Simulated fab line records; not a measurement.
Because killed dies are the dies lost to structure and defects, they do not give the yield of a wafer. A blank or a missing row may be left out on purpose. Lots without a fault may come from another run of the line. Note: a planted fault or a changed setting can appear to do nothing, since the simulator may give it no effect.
Matching of chambers | flow n5Finfet | cvdCo-02 running N5_BEOL_M2_CO_CAP_55: 3 sister chambers
The step material Co, precursor CCTBA/H2, target thk 2 nm, time 102.1 s. 24 wafers are shown with their chamber, then 12 later ones without.

## EACH WAFER AND ITS CHAMBER
wafer  | chamber | heaterPowerW (W)
L074.2 | 1       | 236
L074.4 | 2       | 260
L074.5 | 1       | 239
L076.1 | 1       | 231
L076.2 | 0       | 233
L076.3 | 2       | 263
L081.2 | 2       | 269
L081.3 | 0       | 221
L081.4 | 0       | 227
L080.2 | 2       | 265
L080.3 | 0       | 227
L080.6 | 1       | 235
L084.1 | 1       | 241
L084.5 | 0       | 226
L084.6 | 1       | 232
L085.4 | 1       | 236
L085.5 | 2       | 262
L085.6 | 0       | 222
L086.1 | 2       | 258
L086.3 | 1       | 237
L086.4 | 1       | 238
L090.3 | 0       | 225
L090.4 | 2       | 258
L090.6 | 1       | 233

SIGNATURES (averages over the wafers above)
reading      | chamber 0 | chamber 1 | chamber 2 | scatter within a chamber
heaterPowerW | 225.86    | 235.80    | 262.14    | 3.63
Rule: for a wafer and a chamber, the distance is found by dividing, reading by reading, the gap between the wafer's reading and the chamber's mean by the reading's scatter, squaring, summing and taking the root. The wafer belongs to the nearest chamber; if the next one is less than 2 further off, it can't be placed. The scatter is the square root of a quotient: the sum, over the shown wafers, of each reading's squared deviation from its chamber's mean, divided by wafers minus chambers.

## WAFERS WITH NO CHAMBER GIVEN
wafer  | heaterPowerW (W)
L092.1 | 272
L092.2 | 231
L092.6 | 222
L094.1 | 269
L094.5 | 227
L094.6 | 229
L096.1 | 265
L096.2 | 238
L096.5 | 223
L097.2 | 224
L097.3 | 235
L097.6 | 236

## WHICH CHAMBER EACH ONE RAN IN
wafer  | from the rows above     | in truth
L092.1 | 2                       | 2
L092.2 | can't be placed: 1 or 0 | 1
L092.6 | 0                       | 0
L094.1 | 2                       | 2
L094.5 | 0                       | 0
L094.6 | can't be placed: 0 or 1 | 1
L096.1 | 2                       | 2
L096.2 | 1                       | 1
L096.5 | 0                       | 0
L097.2 | 0                       | 0
L097.3 | 1                       | 1
L097.6 | 1                       | 1
Placed correctly: 10 of 12. Unplaceable from these rows: 2, with the true chamber sitting among the candidates in 2. Number placed wrongly: 0.
